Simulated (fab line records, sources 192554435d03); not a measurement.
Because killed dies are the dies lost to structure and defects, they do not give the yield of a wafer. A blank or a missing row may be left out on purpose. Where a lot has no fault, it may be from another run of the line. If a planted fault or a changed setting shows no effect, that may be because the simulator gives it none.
Problem report, 8D (eight disciplines) form, completed by code | flow n5 finfet | the parts of the form that need people (team, actions taken, sign-off) are left out

== 1. WHAT IS WRONG ==
Wafers free of any fault read 268 nm (standard deviation 3.6) for M11_ILD_THK at N5_BEOL_M11_THK_MEAS_01, against a mean of 350 nm on 2 wafers of 2 lots. That is +23 standard deviations from the usual mean.
Earliest sighting: wafer L413.4 on film metro-01 at day 12 01:13. The record has a number at this step for 11 wafers belonging to 4 lots. By rule, "out" or "out of limits" means more than 4 standard deviations away from the usual mean. The rest of the wafers with a number are treated as sound.

== 2. WHAT IT IS AND WHAT IT IS NOT ==
question                    | is                           | is not
which readings at this step | M11_ILD_THK                  | -
which lots                  | L413, L417                   | L407, L429
which wafers of those lots  | L413.4, L417.4               | L413.1, L413.3, L417.1
read on which gauges        | film metro-01, film metro-02 | -
when                        | from day 12 01:13            | up to then (5 sound wafers); but 4 sound wafers of L417, L429 came after

== 3. THE SUSPECTS, EACH WITH WHAT RULES IT OUT ==
Counting: if a tool at a process step up to the reading ran every lot that is out, it stays a suspect. Sound lots after the first of them don't rule it out here, since some wafers of a struck lot are sound.
- ruled out: the gauge at N5_BEOL_M11_THK_MEAS_01. The wafers that are out were read on 2 gauges (film metro-01, film metro-02).
- pecvd-04 at N5_BEOL_M11_ILD_DEP_00 (deposits SiCOH lowk from DEMS/porogen, target thk 308.51 nm, time 58 s): kept. It processed each lot that is out (first: L413, day 12 00:37); up to then, its last sound lot is L407 (day 11 00:58). Its own run length s readings are out on those wafers.
Left after counting: pecvd-04 at N5_BEOL_M11_ILD_DEP_00.

== 4. THE CAUSE (what the simulator had put in) ==
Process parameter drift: pecvd-04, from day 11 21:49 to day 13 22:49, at N5_BEOL_M11_ILD_DEP_00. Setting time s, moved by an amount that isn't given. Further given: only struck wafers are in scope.
The count eliminated every tool but this one.

== 5. SEQUENCE OF EFFECTS, ordered by route ==
Rows list readings where the struck wafers' mean (over those with a number) sits beyond 3 standard deviations from the usual. Scope: only readings with a usual standard deviation given in the record; hours: median across lots of the time from each lot's start at the first step in this table that gives one to its start at this step; sigmas: change in usual standard deviations.
hours | step                    | reading              | usual   | on struck wafers | change | sigmas
0     | N5_BEOL_M11_ILD_DEP_00  | run length s         | 100.8 s | 117.8            | +17.0  | +42
1     | N5_BEOL_M11_THK_MEAS_01 | M11_ILD_THK          | 268 nm  | 350              | +82    | +23
53    | N5_PASSIVATION_PROBE_49 | defect limited yield | 91.4 %  | 0.0              | -91.4  | -61
53    | N5_PASSIVATION_PROBE_49 | killed_at_M4_up      | 15      | 1112             | +1098  | +99 or more
53    | N5_PASSIVATION_PROBE_49 | killed dies          | 102     | 1180             | +1078  | +63
53    | N5_PASSIVATION_PROBE_49 | killed on rim        | 14      | 152              | +138   | +31
53    | N5_PASSIVATION_PROBE_49 | sort_bin_5_function  | 5.1 %   | 97.0             | +92.0  | +96
53    | N5_PASSIVATION_PROBE_49 | sort n pass          | 1078    | 0                | -1078  | -60
53    | N5_PASSIVATION_PROBE_49 | sort yield pct       | 91.3 %  | 0.0              | -91.3  | -61
Here are the process steps it includes:
- N5_BEOL_M11_ILD_DEP_00: deposits SiCOH lowk from DEMS/porogen, target thk 308.51 nm, time 58 s.
- N5_PASSIVATION_PROBE_49

== 6. HOW IT WOULD HAVE BEEN CAUGHT EARLIER ==
3 hours passed between the start of the fault at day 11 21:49 and the first reading out of limits at a measuring or inspecting step in this record, taken at day 12 01:13.
At N5_BEOL_M11_ILD_DEP_00, the tool's own readings (run length s) were out on each struck wafer the step has a row for, so an alarm limit on them would have fired on the first such wafer.
Of the lots that are out (2), L417 began N5_BEOL_M11_ILD_DEP_00 on pecvd-04 after day 12 01:13. A hold on the tool at that time would have spared it.
